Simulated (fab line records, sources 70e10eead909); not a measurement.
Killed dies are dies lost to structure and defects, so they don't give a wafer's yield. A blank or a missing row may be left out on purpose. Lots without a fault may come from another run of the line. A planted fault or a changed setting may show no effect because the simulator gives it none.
Chamber matching | flow nand_harc | NHARC_A_CHANNEL_FILL_D1_CMP_10 on cmp-04: 4 sister chambers
The step polishes, target thk 150 nm. 18 wafers are shown with their chamber, then 9 later ones without.

WAFERS WITH THEIR CHAMBER
wafer  | chamber | motor_current_A (A) | time_to_endpoint_s (s)
L074.1 | 2       | 13.8                | 17.8
L074.4 | 0       | 11.9                | 19.0
L074.6 | 1       | 14.5                | 16.0
L077.1 | 0       | 11.6                | 13.9
L077.3 | 1       | 13.9                | 14.6
L077.6 | 1       | 14.6                | 15.8
L076.1 | 1       | 14.7                | 13.9
L076.2 | 3       | 11.3                | 14.7
L076.3 | 2       | 12.8                | 14.8
L076.4 | 0       | 12.0                | 12.8
L076.5 | 2       | 12.7                | 15.1
L076.6 | 1       | 14.3                | 13.2
L081.1 | 0       | 11.2                | 13.7
L081.4 | 3       | 11.5                | 16.6
L081.6 | 2       | 13.3                | 15.5
L083.3 | 2       | 12.7                | 13.0
L083.4 | 0       | 11.2                | 13.3
L083.5 | 2       | 12.8                | 13.8

SIGNATURES (means of the wafers above)
reading            | chamber 0 | chamber 1 | chamber 2 | chamber 3 | scatter within a chamber
motor_current_A    | 11.580    | 14.400    | 13.017    | 11.400    | 0.376
time_to_endpoint_s | 14.540    | 14.700    | 15.000    | 15.650    | 1.83
Rule: a wafer's distance from a chamber is the root of the sum, over the readings, of the square of ((its reading less the chamber's mean) divided by the reading's scatter). The wafer belongs to the nearest chamber; if the next one is less than 2 further off, it can't be placed. The scatter: the root of (the sum of the squares of (reading less its chamber's mean) over the shown wafers, divided by (wafers less chambers)).

WAFERS WITHOUT THEIR CHAMBER
wafer  | motor_current_A (A) | time_to_endpoint_s (s)
L090.1 | 14.6                | 16.4
L090.4 | 11.9                | 16.7
L090.6 | 14.3                | 16.8
L097.1 | 11.3                | 17.3
L097.4 | 14.4                | 15.5
L097.6 | 10.9                | 14.5
L096.1 | 10.6                | 15.5
L096.2 | 11.1                | 13.7
L096.4 | 13.6                | 15.0

WHICH CHAMBER EACH WENT THROUGH
wafer  | from the rows above          | in truth
L090.1 | 1                            | 1
L090.4 | can't be placed: 3 or 0 or 2 | 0
L090.6 | 1                            | 1
L097.1 | can't be placed: 3 or 0      | 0
L097.4 | 1                            | 1
L097.6 | can't be placed: 3 or 0      | 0
L096.1 | can't be placed: 3 or 0      | 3
L096.2 | can't be placed: 3 or 0      | 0
L096.4 | can't be placed: 2 or 1      | 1
Placed correctly: 3 of 9. Can't be placed from these rows: 6 (the true chamber is among the candidates in 6). Placed wrongly: 0.
